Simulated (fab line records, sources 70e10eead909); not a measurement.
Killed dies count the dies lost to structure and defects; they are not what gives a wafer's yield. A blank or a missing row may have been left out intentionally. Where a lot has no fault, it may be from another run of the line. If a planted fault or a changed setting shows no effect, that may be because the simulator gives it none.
A sampling plan put to the test + flow nandHarc + one fab line, 28 faults that these records tell of, each judged on the records of the lots that it struck; 1 more is left out, because the records don't allow judging it
What counts as the plan is the set of the line's own looks, namely the steps on the route at which a gauge or an inspection reads a wafer and does not change it. A look is open to judgement when struck wafers have a number at it and the file gives its usual mean and standard deviation on fault-free wafers. Caught: 4 or more of those standard deviations (sigma) separate the usual mean from the mean of the struck wafers at a look after the fault's first step. On the tool: the identical test, applied to the tool's own readings at the steps of the fault. Another recipe on the struck wafers, or a record that is blank for them alone, also counts as caught.

THE FAULTS, as the simulator had put them in
1. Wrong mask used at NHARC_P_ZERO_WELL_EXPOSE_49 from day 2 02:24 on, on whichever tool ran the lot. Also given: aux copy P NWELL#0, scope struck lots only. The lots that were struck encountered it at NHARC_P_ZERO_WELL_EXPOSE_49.
2. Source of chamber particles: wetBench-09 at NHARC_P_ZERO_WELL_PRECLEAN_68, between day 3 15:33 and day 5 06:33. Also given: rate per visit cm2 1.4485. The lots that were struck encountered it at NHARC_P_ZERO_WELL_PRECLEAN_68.
3. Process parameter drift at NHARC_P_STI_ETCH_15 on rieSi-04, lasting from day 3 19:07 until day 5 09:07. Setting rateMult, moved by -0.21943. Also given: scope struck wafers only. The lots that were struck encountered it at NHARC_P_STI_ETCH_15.
4. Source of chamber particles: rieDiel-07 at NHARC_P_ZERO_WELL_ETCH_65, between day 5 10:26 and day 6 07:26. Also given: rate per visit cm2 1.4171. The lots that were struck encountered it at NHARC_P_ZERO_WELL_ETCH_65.
5. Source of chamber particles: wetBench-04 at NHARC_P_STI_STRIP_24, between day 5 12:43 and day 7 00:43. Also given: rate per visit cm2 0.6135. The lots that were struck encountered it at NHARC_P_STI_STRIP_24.
6. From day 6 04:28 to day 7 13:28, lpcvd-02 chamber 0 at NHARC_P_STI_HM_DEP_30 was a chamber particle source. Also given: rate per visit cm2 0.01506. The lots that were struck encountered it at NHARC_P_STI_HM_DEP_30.
7. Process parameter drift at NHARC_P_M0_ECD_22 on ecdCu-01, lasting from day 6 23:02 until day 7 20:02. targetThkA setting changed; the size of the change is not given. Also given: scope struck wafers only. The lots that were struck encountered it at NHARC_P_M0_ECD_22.
8. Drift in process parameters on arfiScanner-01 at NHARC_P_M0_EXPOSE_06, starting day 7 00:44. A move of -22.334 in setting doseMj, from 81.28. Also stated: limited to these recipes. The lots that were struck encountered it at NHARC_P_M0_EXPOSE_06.
9. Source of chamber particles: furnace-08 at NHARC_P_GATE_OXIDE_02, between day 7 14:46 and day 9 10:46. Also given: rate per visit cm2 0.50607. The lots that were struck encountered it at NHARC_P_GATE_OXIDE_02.
10. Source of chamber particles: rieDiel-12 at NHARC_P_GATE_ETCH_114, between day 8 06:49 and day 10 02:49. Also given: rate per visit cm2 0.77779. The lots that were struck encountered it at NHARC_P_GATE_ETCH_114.
11. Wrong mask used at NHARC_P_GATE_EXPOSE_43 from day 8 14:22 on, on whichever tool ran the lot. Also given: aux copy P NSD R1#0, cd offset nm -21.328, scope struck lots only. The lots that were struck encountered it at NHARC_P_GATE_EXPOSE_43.
12. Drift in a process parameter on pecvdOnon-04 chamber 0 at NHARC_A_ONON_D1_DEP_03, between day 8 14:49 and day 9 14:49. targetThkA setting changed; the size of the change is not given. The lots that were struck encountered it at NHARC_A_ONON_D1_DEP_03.
13. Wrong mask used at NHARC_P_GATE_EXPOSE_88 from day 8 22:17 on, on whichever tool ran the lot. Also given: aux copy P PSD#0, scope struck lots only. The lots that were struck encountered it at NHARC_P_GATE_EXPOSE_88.
14. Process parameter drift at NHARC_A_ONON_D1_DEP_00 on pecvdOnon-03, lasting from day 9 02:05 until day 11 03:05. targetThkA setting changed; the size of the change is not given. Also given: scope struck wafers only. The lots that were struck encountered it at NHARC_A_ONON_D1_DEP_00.
15. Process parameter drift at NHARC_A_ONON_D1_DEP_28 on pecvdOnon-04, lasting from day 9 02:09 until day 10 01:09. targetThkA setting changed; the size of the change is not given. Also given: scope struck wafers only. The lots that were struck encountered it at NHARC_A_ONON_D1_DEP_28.
16. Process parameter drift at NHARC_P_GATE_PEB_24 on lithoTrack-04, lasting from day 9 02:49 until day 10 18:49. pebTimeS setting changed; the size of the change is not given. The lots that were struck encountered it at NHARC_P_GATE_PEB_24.
17. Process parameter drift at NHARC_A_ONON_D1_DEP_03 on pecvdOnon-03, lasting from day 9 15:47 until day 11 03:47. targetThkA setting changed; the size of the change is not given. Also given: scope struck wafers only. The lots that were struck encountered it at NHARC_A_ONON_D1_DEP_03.
18. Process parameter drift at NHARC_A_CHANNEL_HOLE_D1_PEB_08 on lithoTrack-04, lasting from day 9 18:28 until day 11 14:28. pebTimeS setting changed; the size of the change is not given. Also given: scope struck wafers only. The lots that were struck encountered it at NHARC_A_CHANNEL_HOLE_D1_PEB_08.
19. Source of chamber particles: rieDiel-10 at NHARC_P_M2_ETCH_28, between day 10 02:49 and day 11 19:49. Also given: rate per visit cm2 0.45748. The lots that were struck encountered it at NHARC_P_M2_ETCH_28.
20. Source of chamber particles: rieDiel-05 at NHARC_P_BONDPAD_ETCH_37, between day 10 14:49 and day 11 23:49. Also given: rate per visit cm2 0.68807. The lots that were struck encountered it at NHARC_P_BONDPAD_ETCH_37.
21. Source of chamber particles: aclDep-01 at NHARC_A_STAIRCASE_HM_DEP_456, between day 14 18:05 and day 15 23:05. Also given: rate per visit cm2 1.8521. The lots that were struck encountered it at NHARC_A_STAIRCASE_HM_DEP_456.
22. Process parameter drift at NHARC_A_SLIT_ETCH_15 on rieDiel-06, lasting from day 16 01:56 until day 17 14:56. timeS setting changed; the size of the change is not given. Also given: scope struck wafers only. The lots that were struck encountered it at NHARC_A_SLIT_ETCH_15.
23. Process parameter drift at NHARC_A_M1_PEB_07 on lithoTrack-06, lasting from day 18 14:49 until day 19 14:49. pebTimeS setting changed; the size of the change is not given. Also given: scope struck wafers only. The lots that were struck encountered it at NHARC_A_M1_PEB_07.
24. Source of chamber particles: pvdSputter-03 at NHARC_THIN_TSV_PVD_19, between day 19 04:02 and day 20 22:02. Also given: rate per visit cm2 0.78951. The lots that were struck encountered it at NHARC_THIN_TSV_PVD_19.
25. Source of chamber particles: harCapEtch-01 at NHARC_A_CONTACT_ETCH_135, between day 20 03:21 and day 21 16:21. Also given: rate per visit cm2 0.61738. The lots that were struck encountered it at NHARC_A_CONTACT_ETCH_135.
26. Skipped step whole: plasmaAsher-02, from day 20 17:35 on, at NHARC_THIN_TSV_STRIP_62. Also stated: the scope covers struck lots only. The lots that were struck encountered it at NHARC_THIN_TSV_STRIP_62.
27. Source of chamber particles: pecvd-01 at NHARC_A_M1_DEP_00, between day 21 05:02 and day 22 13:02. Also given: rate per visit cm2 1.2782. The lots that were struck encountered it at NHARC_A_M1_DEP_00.
28. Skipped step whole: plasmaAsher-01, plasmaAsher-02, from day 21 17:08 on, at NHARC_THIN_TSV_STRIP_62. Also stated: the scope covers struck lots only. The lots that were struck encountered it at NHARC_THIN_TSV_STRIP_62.

WHAT THE PLAN SAW
| fault | on the tool itself                               | first look that catches it                      | reading, sigma                                            | median hours from its first step to that look | hours from the fault's start to the first struck lot there | judged looks passed uncaught |
|-------|--------------------------------------------------|-------------------------------------------------|-----------------------------------------------------------|-----------------------------------------------|------------------------------------------------------------|------------------------------|
| 1     | no reading that can be judged                    | no look after it can be judged                  | -                                                         | -                                             | -                                                          | 0                            |
| 2     | under 2 sigma                                    | NHARC_P_ZERO_WELL_INSPECT_43                    | rawDefectCount +99 or beyond                              | 1.4                                           | 10                                                         | 0                            |
| 3     | oesProductAu -17 sigma                           | NHARC_P_STI_OCD_MEAS_17                         | trenchDepthNm -21                                         | 0.2                                           | 5                                                          | 0                            |
| 4     | under 2 sigma                                    | NHARC_P_ZERO_WELL_INSPECT_43                    | rawDefectCount +99 or beyond                              | 5.9                                           | 9                                                          | 0                            |
| 5     | no reading that can be judged                    | NHARC_P_STI_INSPECT_25                          | rawDefectCount +5.0                                       | 9.1                                           | 10                                                         | 0                            |
| 6     | under 2 sigma                                    | none of the 2 looks that can be judged after it | strongest: rawDefectCount at NHARC_P_STI_INSPECT_11, +3.4 | -                                             | -                                                          | 2                            |
| 7     | no reading that can be judged                    | not the one look that can be judged after it    | -                                                         | -                                             | -                                                          | 1                            |
| 8     | exposureDoseMJCm2 -99 or beyond sigma            | NHARC_P_M0_CD_MEAS_09                           | cdNm -32                                                  | 0.1                                           | 29                                                         | 0                            |
| 9     | no reading that can be judged                    | NHARC_P_GATE_INSPECT_28                         | rawDefectCount +99 or beyond                              | 22.0                                          | 30                                                         | 1                            |
| 10    | under 2 sigma                                    | NHARC_P_GATE_INSPECT_68                         | rawDefectCount +6.5                                       | 18.7                                          | 22                                                         | 0                            |
| 11    | no reading that can be judged                    | NHARC_P_GATE_CD_MEAS_46                         | cdNm -16                                                  | 0.2                                           | 1                                                          | 0                            |
| 12    | no reading that can be judged                    | NHARC_A_ONON_D1_THK_MEAS_05                     | thkNm +44                                                 | 0.5                                           | 8                                                          | 0                            |
| 13    | no reading that can be judged                    | no look after it can be judged                  | -                                                         | -                                             | -                                                          | 0                            |
| 14    | no reading that can be judged                    | NHARC_A_ONON_D1_THK_MEAS_02                     | thkNm -34                                                 | 0.5                                           | 5                                                          | 0                            |
| 15    | no reading that can be judged                    | NHARC_A_ONON_D1_THK_MEAS_30                     | thkNm -42                                                 | 0.4                                           | 8                                                          | 0                            |
| 16    | heaterPowerTotalW +25 sigma                      | NHARC_P_GATE_CD_MEAS_26                         | cdNm +8.1                                                 | 0.1                                           | 4                                                          | 0                            |
| 17    | no reading that can be judged                    | NHARC_A_ONON_D1_THK_MEAS_05                     | thkNm +46                                                 | 0.5                                           | 9                                                          | 0                            |
| 18    | under 2 sigma                                    | NHARC_A_CHANNEL_HOLE_D1_CD_MEAS_10              | cdNm +20                                                  | 0.1                                           | 4                                                          | 0                            |
| 19    | under 2 sigma                                    | NHARC_END_SORT_01                               | killedAtPeriphery +15                                     | 322.5                                         | 314                                                        | 1                            |
| 20    | under 2 sigma                                    | NHARC_END_SORT_01                               | killedAtPeriphery +24                                     | 316.6                                         | 316                                                        | 2                            |
| 21    | under 2 sigma                                    | NHARC_END_SORT_01                               | killedAtArray +7.4                                        | 184.3                                         | 183                                                        | 1                            |
| 22    | runLengthS -99 or beyond sigma                   | no look after it can be judged                  | -                                                         | -                                             | -                                                          | 0                            |
| 23    | heaterPowerTotalW +15 sigma                      | NHARC_A_M1_CD_MEAS_09                           | cdNm -6.0                                                 | 0.1                                           | 13                                                         | 0                            |
| 24    | under 2 sigma                                    | NHARC_END_SORT_01                               | killedAtOther +73                                         | 14.1                                          | 13                                                         | 3                            |
| 25    | no reading that can be judged                    | NHARC_END_SORT_01                               | killedAtArray +6.6                                        | 55.2                                          | 55                                                         | 1                            |
| 26    | the tool's record is blank for the struck wafers | NHARC_END_SORT_01                               | killedAtOther +10                                         | 14.1                                          | 16                                                         | 0                            |
| 27    | no reading that can be judged                    | NHARC_A_M1_INSPECT_11                           | rawDefectCount +54                                        | 0.9                                           | 10                                                         | 2                            |
| 28    | the tool's record is blank for the struck wafers | NHARC_END_SORT_01                               | killedAtOther +6.9                                        | 15.1                                          | 16                                                         | 0                            |
Dash: fault not caught, or number not given in these records.

Caught at a look: 23 of 28. Caught on the tool: 7 of 28. By one or the other: 24 of 28.
Caught on the tool alone: fault 22.
Caught at a look alone: faults 2, 4, 5, 9, 10, 11, 12, 14, 15, 17, 18, 19, 20, 21, 24, 25, 27.
Caught by neither: faults 1, 6, 7, 13.

THINNER SAMPLING
Were the look that catches a fault to measure just every second or every third lot (counted by lot number), the first struck lot would, at worst, be measured this late:
| fault | struck lots at that look, in order of time | every lot | every second lot | every third lot |
|-------|--------------------------------------------|-----------|------------------|-----------------|
| 2     | L290, L292                                 | 10 h      | may miss all 2   | may miss all 2  |
| 3     | L413, L416, L417                           | 5 h       | 24 h             | may miss all 3  |
| 4     | L321, L322, L324                           | 9 h       | 15 h             | may miss all 3  |
| 5     | L696, L700, L701                           | 10 h      | 44 h             | 44 h            |
| 8     | L479, L480                                 | 29 h      | 35 h             | may miss all 2  |
| 9     | L428, L429                                 | 30 h      | 32 h             | may miss all 2  |
| 10    | L837, L838, L841                           | 22 h      | 33 h             | may miss all 3  |
| 11    | L777                                       | 1 h       | may miss it      | may miss it     |
| 12    | L229, L232                                 | 8 h       | 24 h             | may miss all 2  |
| 14    | L337, L338, L343                           | 5 h       | 12 h             | may miss all 3  |
| 15    | L796, L797, L798                           | 8 h       | 8 h              | 17 h            |
| 16    | L154, L156                                 | 4 h       | may miss all 2   | may miss all 2  |
| 17    | L927, L930, L929                           | 9 h       | 31 h             | may miss all 3  |
| 18    | L882, L883, L884                           | 4 h       | 11 h             | 20 h            |
| 19    | L821, L825                                 | 314 h     | may miss all 2   | may miss all 2  |
| 20    | L408, L409                                 | 316 h     | 340 h            | may miss all 2  |
| 21    | L256, L260                                 | 183 h     | may miss all 2   | may miss all 2  |
| 23    | L381, L382                                 | 13 h      | 14 h             | may miss all 2  |
| 24    | L698, L703                                 | 13 h      | 55 h             | may miss all 2  |
| 25    | L230, L233                                 | 55 h      | 89 h             | may miss all 2  |
| 26    | L552, L550                                 | 16 h      | may miss all 2   | may miss all 2  |
| 27    | L834, L837                                 | 10 h      | 30 h             | may miss all 2  |
| 28    | L779, L781, L783                           | 16 h      | may miss all 3   | 31 h            |
Hours count from the start of the fault until the first struck lot that is measured. 4 sigma limit: tested on the pooled struck wafers, so a lone lot may be under it. Other struck lots may not be in these records.

THE LONGEST TIMED WAY FROM STEP TO LOOK
Fault 19: a median of 322.5 hours passes between NHARC_P_M2_ETCH_28 and NHARC_END_SORT_01. The look between them that can be judged stayed within 4 sigma: NHARC_THIN_TSV_CD_MEAS_12.
